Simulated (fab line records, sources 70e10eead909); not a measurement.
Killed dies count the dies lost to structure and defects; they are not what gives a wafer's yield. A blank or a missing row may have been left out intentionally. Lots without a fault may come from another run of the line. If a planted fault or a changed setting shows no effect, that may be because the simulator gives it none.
Matching of chambers -- flow nand_harc -- NHARC_A_BLC_STRIP_29 on rie_diel-07 has 4 sister chambers
The step strips in CF4. 22 wafers are shown with their chamber, then 11 later ones without.

WAFERS WITH THEIR CHAMBER
wafer,chamber,drypump_motor_current_A (A),rf_vpp_V (V),oes_product_au (a.u.)
L076.1,3,5.3,58.9,1.003
L076.3,1,6.4,60.6,0.999
L076.4,0,5.5,59.2,1.000
L080.1,0,5.4,59.6,1.004
L080.2,1,6.4,59.7,1.002
L080.5,1,6.4,60.6,1.010
L082.2,1,6.4,59.2,1.000
L082.3,3,5.3,59.0,0.997
L082.5,3,5.3,58.0,0.996
L083.2,3,5.3,59.0,1.000
L083.5,1,6.4,59.9,1.004
L083.6,0,5.4,58.9,0.998
L084.1,0,5.4,58.6,0.989
L084.3,3,5.2,59.1,0.996
L084.5,0,5.4,59.6,0.994
L085.1,2,5.7,60.5,0.996
L085.2,0,5.4,59.1,0.993
L085.6,2,5.6,60.8,0.998
L091.1,1,6.4,60.4,0.990
L091.3,3,5.3,57.6,1.005
L091.6,0,5.4,59.7,0.989
L090.1,3,5.3,59.3,0.996

SIGNATURES (averages over the wafers above)
reading,chamber 0,chamber 1,chamber 2,chamber 3,scatter within a chamber
drypump_motor_current_A,5.414,6.400,5.650,5.286,0.0351
rf_vpp_V,59.243,60.067,60.650,58.700,0.532
oes_product_au,0.99529,1.00083,0.99700,0.99900,0.00524
Rule: distance of a wafer from a chamber = root of the sum over the readings of ((wafer's reading minus chamber's mean) / reading's scatter) squared. If the next closest chamber is less than 2 further off than the closest, the wafer can't be placed; otherwise it belongs to the closest. The scatter: take each reading less its chamber's mean, square it, sum over the shown wafers, divide by the number of wafers less the number of chambers, and take the root.

WAFERS WHOSE CHAMBER IS MISSING
wafer,drypump_motor_current_A (A),rf_vpp_V (V),oes_product_au (a.u.)
L090.3,5.7,59.3,0.991
L090.5,5.3,59.0,0.997
L093.1,5.3,58.2,0.982
L093.4,6.4,59.7,0.987
L093.6,6.4,59.9,0.993
L095.1,5.2,60.3,1.004
L095.4,5.4,58.7,0.996
L095.5,5.2,58.6,1.004
L097.2,5.3,58.8,0.999
L097.4,5.6,59.9,1.011
L097.5,5.3,58.2,0.989

WHICH CHAMBER EACH WENT THROUGH
wafer,from the rows above,in truth
L090.3,2,2
L090.5,3,3
L093.1,can't be placed: 3 or 0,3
L093.4,1,1
L093.6,1,1
L095.1,3,3
L095.4,0,0
L095.5,3,3
L097.2,3,3
L097.4,2,2
L097.5,can't be placed: 3 or 0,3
Placed correctly: 9 of 11. Not placeable from these rows: 2 (in 2, the candidates include the true chamber). Placed wrongly: 0.
